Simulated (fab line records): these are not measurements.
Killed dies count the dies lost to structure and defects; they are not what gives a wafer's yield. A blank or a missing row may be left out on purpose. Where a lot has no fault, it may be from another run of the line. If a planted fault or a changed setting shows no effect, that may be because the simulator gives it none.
fab line records -- flow n5_finfet
record lots=11, wafers=33, last_day=19
route steps=1938 shown BEOL_M4@1079
lots that met no fault: from a run of the same line without faults
start_h: hours from the record's first day to the start of the lot's first wafer shown -- wait_h: how many hours have passed since the lot's step before this one -- " identical to the entry in the row above -- L1.1+2: one row covering several wafers at once -- - value missing, or start not given -- * or withheld: withheld -- < > ~ a bound
route shown NAME@n: NAME is a module with steps in the file, n the number in the route of the first one -- usual: mean/standard deviation of fault-free wafers -- same: alike in all rows -- chamber/n: place in a boat -- sites: each site's reading -- _std_site: standard deviation across them -- _edge_site: mean of outer sites minus mean of inner sites -- radius_mm: how far each site lies from the wafer's centre -- mask NAME#n: copy n -- behind: tool/chamber where the wafer was last shaped -- hold: cause of the lot's hold/its duration in hours/its outcome -- device: which transistor (n, p or np) failed to switch -- end of line: the tests these same wafers got at the end of their route -- step lacking rows: just its recipe -- killed: dies that structure and defects cost at the first sort, which is not the same as the wafer's yield -- map: per-die view of a wafer (x killed, . not killed, _ where there is no die)
set.NAME: the setting as run; set.NAME@STEP: as run at that earlier step -- model.NAME: the simulator's own value behind a step, which no gauge read
route steps across a sampled set of lots; one table per step, one row per wafer
services: when a tool's chamber went out of use (start_h, in hours from the record's first day, below 0 if earlier), for how many hours, and the reason
## steps
# step N5_BEOL_M4_DEGAS_44
# recipe ambient=vacuum, temp_c=250, time_s=60
# usual heater_power_w=323/26
# same time_s=60
lot.wafer,tool,chamber,start_h,wait_h,heater_power_w
L266.1,pvd_sputter-03,-,194.01,0.1,313
L266.2,pvd_sputter-03,-,194.01,0.1,336
L266.6,pvd_sputter-03,-,194.01,0.1,280
L268.4,pvd_sputter-02,-,238.71,0.0,320
L268.5,pvd_sputter-02,-,238.71,0.0,318
L268.6,pvd_sputter-02,-,238.71,0.0,316
L278.1,pvd_sputter-03,-,291.73,0.3,314
L278.2,pvd_sputter-03,-,291.73,0.3,377
L278.5,pvd_sputter-03,-,291.73,0.3,375
L277.2,pvd_sputter-01,-,296.19,0.1,316
L277.4,pvd_sputter-01,-,296.19,0.1,350
L277.5,pvd_sputter-01,-,296.19,0.1,339
L280.2,pvd_sputter-02,-,306.18,0.0,319
L280.3,pvd_sputter-02,-,306.18,0.0,290
L280.5,pvd_sputter-02,-,306.18,0.0,336
L281.2,pvd_sputter-02,-,310.66,0.4,317
L281.4,pvd_sputter-02,-,310.66,0.4,287
L281.6,pvd_sputter-02,-,310.66,0.4,325
L282.2,pvd_sputter-01,-,326.07,0.5,325
L282.5,pvd_sputter-01,-,326.07,0.5,341
L282.6,pvd_sputter-01,-,326.07,0.5,296
L284.2,pvd_sputter-02,-,335.96,0.0,323
L284.4,pvd_sputter-02,-,335.96,0.0,328
L284.6,pvd_sputter-02,-,335.96,0.0,328
L285.1,pvd_sputter-03,-,338.86,0.3,307
L285.3,pvd_sputter-03,-,338.86,0.3,334
L285.4,pvd_sputter-03,-,338.86,0.3,292
L287.2,pvd_sputter-01,-,339.09,0.3,322
L287.5,pvd_sputter-01,-,339.09,0.3,347
L287.6,pvd_sputter-01,-,339.09,0.3,321
L288.1,pvd_sputter-02,-,343.48,0.2,320
L288.5,pvd_sputter-02,-,343.48,0.2,321
L288.6,pvd_sputter-02,-,343.48,0.2,290
# step N5_BEOL_M4_SPUTTER_79
# recipe material=Cu, target_thk_a=45, temp_c=-20, chamber_pressure_pa=0.07, power_w=withheld, time_s=8.29
# usual throttle_valve_pct=30.2/0.74
# same time_s=8.29
lot.wafer,tool,chamber,start_h,wait_h,throttle_valve_pct
L266.1,pvd_sputter-03,-,194.80,0.1,30.1
L266.2,pvd_sputter-03,-,194.80,0.1,29.4
L266.6,pvd_sputter-03,-,194.80,0.1,29.5
L268.4,pvd_sputter-02,-,241.34,0.1,31.2
L268.5,pvd_sputter-02,-,241.34,0.1,29.4
L268.6,pvd_sputter-02,-,241.34,0.1,30.1
L278.1,pvd_sputter-02,-,293.82,0.1,30.3
L278.2,pvd_sputter-02,-,293.82,0.1,30.6
L278.5,pvd_sputter-02,-,293.82,0.1,30.2
L277.2,pvd_sputter-01,-,297.39,0.1,29.6
L277.4,pvd_sputter-01,-,297.39,0.1,30.7
L277.5,pvd_sputter-01,-,297.39,0.1,30.8
L280.2,pvd_sputter-02,-,307.16,0.1,30.1
L280.3,pvd_sputter-02,-,307.16,0.1,31.1
L280.5,pvd_sputter-02,-,307.16,0.1,30.3
L281.2,pvd_sputter-01,-,313.16,0.1,29.2
L281.4,pvd_sputter-01,-,313.16,0.1,29.5
L281.6,pvd_sputter-01,-,313.16,0.1,29.3
L282.2,pvd_sputter-01,-,327.01,0.1,31.0
L282.5,pvd_sputter-01,-,327.01,0.1,31.3
L282.6,pvd_sputter-01,-,327.01,0.1,30.8
L284.2,pvd_sputter-02,-,336.97,0.1,31.2
L284.4,pvd_sputter-02,-,336.97,0.1,31.1
L284.6,pvd_sputter-02,-,336.97,0.1,30.7
L285.1,pvd_sputter-01,-,339.67,0.1,29.3
L285.3,pvd_sputter-01,-,339.67,0.1,30.7
L285.4,pvd_sputter-01,-,339.67,0.1,29.0
L287.2,pvd_sputter-01,-,341.51,0.1,31.3
L287.5,pvd_sputter-01,-,341.51,0.1,29.5
L287.6,pvd_sputter-01,-,341.51,0.1,29.4
L288.1,pvd_sputter-02,-,344.40,0.1,30.7
L288.5,pvd_sputter-02,-,344.40,0.1,29.0
L288.6,pvd_sputter-02,-,344.40,0.1,31.4
# step N5_BEOL_M4_ANNEAL_95
# recipe temp_c=400, time_s=240, ambient=vacuum
# usual heater_power_w=813/65, susceptor_temp_C=400.02/0.22, time_s=240/0
lot.wafer,tool,chamber,start_h,wait_h,heater_power_w,susceptor_temp_C,time_s
L266.1,pvd_sputter-03,-,196.20,0.0,823,399.82,240
L266.2,pvd_sputter-03,-,196.20,0.0,923,400.12,240
L266.6,pvd_sputter-03,-,196.20,0.0,947,400.08,240
L268.4,pvd_sputter-02,-,242.74,0.0,806,400.24,240
L268.5,pvd_sputter-02,-,242.74,0.0,727,399.86,240
L268.6,pvd_sputter-02,-,242.74,0.0,800,400.02,240
L278.1,pvd_sputter-02,-,295.22,0.0,-,-,-
L278.2,pvd_sputter-02,-,295.22,0.0,-,-,-
L278.5,pvd_sputter-02,-,295.22,0.0,-,-,-
L277.2,pvd_sputter-01,-,298.79,0.0,-,-,-
L277.4,pvd_sputter-01,-,298.79,0.0,-,-,-
L277.5,pvd_sputter-01,-,298.79,0.0,-,-,-
L280.2,pvd_sputter-02,-,308.56,0.0,-,-,-
L280.3,pvd_sputter-02,-,308.56,0.0,-,-,-
L280.5,pvd_sputter-02,-,308.56,0.0,-,-,-
L281.2,pvd_sputter-01,-,314.56,0.0,737,400.22,240
L281.4,pvd_sputter-01,-,314.56,0.0,861,399.97,240
L281.6,pvd_sputter-01,-,314.56,0.0,735,400.33,240
L282.2,pvd_sputter-01,-,328.41,0.0,815,399.79,240
L282.5,pvd_sputter-01,-,328.41,0.0,919,399.99,240
L282.6,pvd_sputter-01,-,328.41,0.0,786,399.98,240
L284.2,pvd_sputter-02,-,338.37,0.0,820,399.83,240
L284.4,pvd_sputter-02,-,338.37,0.0,830,399.90,240
L284.6,pvd_sputter-02,-,338.37,0.0,796,400.33,240
L285.1,pvd_sputter-01,-,341.07,0.0,860,399.82,240
L285.3,pvd_sputter-01,-,341.07,0.0,825,400.01,240
L285.4,pvd_sputter-01,-,341.07,0.0,762,399.94,240
L287.2,pvd_sputter-01,-,342.91,0.0,909,400.00,240
L287.5,pvd_sputter-01,-,342.91,0.0,867,400.16,240
L287.6,pvd_sputter-01,-,342.91,0.0,748,400.10,240
L288.1,pvd_sputter-02,-,345.80,0.0,788,399.54,240
L288.5,pvd_sputter-02,-,345.80,0.0,712,400.11,240
L288.6,pvd_sputter-02,-,345.80,0.0,823,400.14,240
# step N5_BEOL_M4_PRE_CLEAN_60
# recipe gas=NH3/H2, time_s=15, temp_c=*, rf_power_w=300
# usual heater_power_w=87/8.5
# same time_s=15
lot.wafer,tool,chamber,start_h,wait_h,heater_power_w
L266.1,cvd_co-01,1,197.17,0.0,82
L266.2,cvd_co-01,2,197.17,0.0,89
L266.6,cvd_co-01,1,197.17,0.0,83
L268.4,cvd_co-01,0,243.72,0.1,80
L268.5,cvd_co-01,1,243.72,0.1,81
L268.6,cvd_co-01,2,243.72,0.1,91
L278.1,cvd_co-02,1,296.46,0.3,99
L278.2,cvd_co-02,0,296.46,0.3,94
L278.5,cvd_co-02,1,296.46,0.3,100
L277.2,cvd_co-01,1,299.94,0.0,84
L277.4,cvd_co-01,1,299.94,0.0,81
L277.5,cvd_co-01,2,299.94,0.0,93
L280.2,cvd_co-02,1,309.61,0.0,101
L280.3,cvd_co-02,0,309.61,0.0,91
L280.5,cvd_co-02,0,309.61,0.0,91
L281.2,cvd_co-02,2,315.52,0.0,75
L281.4,cvd_co-02,1,315.52,0.0,101
L281.6,cvd_co-02,2,315.52,0.0,75
L282.2,cvd_co-02,2,329.85,0.0,76
L282.5,cvd_co-02,2,329.85,0.0,76
L282.6,cvd_co-02,1,329.85,0.0,97
L284.2,cvd_co-01,2,339.57,0.1,92
L284.4,cvd_co-01,2,339.57,0.1,91
L284.6,cvd_co-01,1,339.57,0.1,85
L285.1,cvd_co-02,2,342.04,0.0,77
L285.3,cvd_co-02,0,342.04,0.0,93
L285.4,cvd_co-02,2,342.04,0.0,77
L287.2,cvd_co-01,0,343.88,0.0,80
L287.5,cvd_co-01,0,343.88,0.0,81
L287.6,cvd_co-01,1,343.88,0.0,84
L288.1,cvd_co-01,2,346.76,0.0,93
L288.5,cvd_co-01,2,346.76,0.0,94
L288.6,cvd_co-01,0,346.76,0.0,81
# step N5_BEOL_M4_RC_MEAS_101
# usual DIBL_N=36.0/1.7, DIBL_P=36.2/1.9, IOFF_N=0.154/0.028, IOFF_P=0.21/0.036, ION_N=675/11, ION_P=463/8.3, SS_N=71.4/0.63, SS_P=73.2/0.55, VT_N=250.2/3, VT_P=-251/3.7
lot.wafer,tool,chamber,start_h,wait_h,DIBL_N[mV/V],DIBL_P[mV/V],IOFF_N[nA/um],IOFF_P[nA/um],ION_N[uA/um],ION_P[uA/um],SS_N[mV/dec],SS_P[mV/dec],VT_N[mV],VT_P[mV]
L266.1,prober-01,0,197.44,0.0,35.0,33.2,0.116,0.17,670,455,71.2,73.0,252.2,-252
L266.2,prober-01,0,197.44,0.0,38.3,38.5,0.186,0.26,688,474,72.9,73.9,245.6,-247
L266.6,prober-01,0,197.44,0.0,39.0,38.7,0.196,0.26,700,477,72.4,73.9,245.2,-246
L268.4,prober-02,0,244.44,0.5,32.7,32.2,0.103,0.16,668,463,70.7,72.2,255.7,-256
L268.5,prober-02,0,244.44,0.5,35.9,34.8,0.140,0.19,672,457,70.7,73.0,251.5,-255
L268.6,prober-02,0,244.44,0.5,36.7,36.0,0.152,0.20,678,458,70.6,73.6,250.0,-251
L278.1,prober-02,0,296.73,0.0,33.4,33.4,0.116,0.18,651,457,70.2,72.5,254.3,-250
L278.2,prober-02,0,296.73,0.0,36.1,36.3,0.161,0.22,667,461,71.7,73.4,250.3,-248
L278.5,prober-02,0,296.73,0.0,36.1,36.0,0.152,0.21,667,459,72.3,72.6,252.9,-251
L277.2,prober-02,0,300.37,0.2,35.6,36.0,0.124,0.18,651,450,71.6,72.4,252.7,-252
L277.4,prober-02,0,300.37,0.2,37.3,38.0,0.157,0.21,668,456,72.5,72.9,251.6,-251
L277.5,prober-02,0,300.37,0.2,38.7,38.1,0.185,0.22,668,457,72.8,73.2,248.1,-249
L280.2,prober-02,0,310.04,0.2,35.8,34.7,0.133,0.21,668,463,70.8,73.0,252.7,-247
L280.3,prober-02,0,310.04,0.2,36.9,37.0,0.160,0.25,669,465,71.2,73.9,245.8,-246
L280.5,prober-02,0,310.04,0.2,35.5,34.6,0.142,0.22,665,466,70.7,72.5,247.8,-248
L281.2,prober-01,0,316.01,0.2,35.8,35.0,0.147,0.18,667,456,71.2,73.4,253.0,-254
L281.4,prober-01,0,316.01,0.2,34.4,34.3,0.138,0.18,684,466,71.4,73.2,249.5,-255
L281.6,prober-01,0,316.01,0.2,33.4,32.6,0.119,0.16,667,449,71.3,72.6,257.5,-255
L282.2,prober-01,0,330.34,0.2,34.8,35.1,0.140,0.18,665,452,71.5,73.5,250.6,-255
L282.5,prober-01,0,330.34,0.2,32.6,32.5,0.105,0.15,658,454,70.6,73.3,256.1,-255
L282.6,prober-01,0,330.34,0.2,35.5,35.8,0.151,0.20,662,457,70.9,73.1,249.8,-253
L284.2,prober-01,0,340.00,0.2,35.2,32.4,0.128,0.17,662,459,70.8,72.1,256.1,-253
L284.4,prober-01,0,340.00,0.2,33.8,32.5,0.107,0.17,669,462,70.2,72.8,258.0,-255
L284.6,prober-01,0,340.00,0.2,36.6,35.7,0.150,0.22,673,466,71.1,72.9,251.3,-248
L285.1,prober-01,0,342.37,0.0,35.8,35.9,0.150,0.18,663,453,71.1,72.5,251.4,-251
L285.3,prober-01,0,342.37,0.0,36.0,36.7,0.158,0.20,665,462,71.2,72.8,247.5,-249
L285.4,prober-01,0,342.37,0.0,39.1,38.8,0.214,0.23,697,468,71.9,73.2,244.7,-251
L287.2,prober-01,0,344.31,0.2,36.7,35.6,0.158,0.24,666,465,71.5,73.4,252.7,-247
L287.5,prober-01,0,344.31,0.2,37.2,37.2,0.174,0.26,677,471,71.2,73.7,247.7,-243
L287.6,prober-01,0,344.31,0.2,36.0,34.8,0.164,0.23,686,477,71.5,73.0,248.4,-247
L288.1,prober-02,0,347.04,0.0,36.1,36.9,0.145,0.21,660,455,71.4,73.0,253.2,-253
L288.5,prober-02,0,347.04,0.0,35.9,34.8,0.148,0.19,662,456,71.4,72.7,252.0,-252
L288.6,prober-02,0,347.04,0.0,37.9,39.6,0.192,0.25,697,471,72.3,73.9,247.7,-249
## services
tool,chamber,start_h,hours,kind
pvd_sputter-03,-,205.12,1.6,repair
cvd_co-02,-,223.15,3.8,pm
pvd_sputter-01,-,237.91,1.1,repair
cvd_co-01,-,269.08,2.8,pm
cvd_co-02,-,271.83,6.9,pm
cvd_co-01,-,289.41,7.4,repair
cvd_co-01,-,303.92,14.6,pm
cvd_co-02,0,312.38,18.0,repair
cvd_co-01,-,318.52,6.9,pm
cvd_co-02,1,333.41,-,clean
cvd_co-02,1,333.41,22.0,scheduled_down
cvd_co-02,1,333.41,22.0,vent_cycle
## key
first_sign step=N5_BEOL_M4_ANNEAL_95, reading=tool_record, direction=missing
effect none on later readings
met_at N5_BEOL_M4_ANNEAL_95
struck_lots L277,L278,L280
not_acting_at N5_BEOL_M4_DEGAS_44,N5_BEOL_M4_SPUTTER_79,N5_BEOL_M4_PRE_CLEAN_60
onset_between 242.74 295.22
fault kind=skipped_step_whole, tool=pvd_sputter-01,pvd_sputter-02, chamber=-, onset_h=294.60, steps=N5_BEOL_M4_ANNEAL_95, scope=struck_lots_only
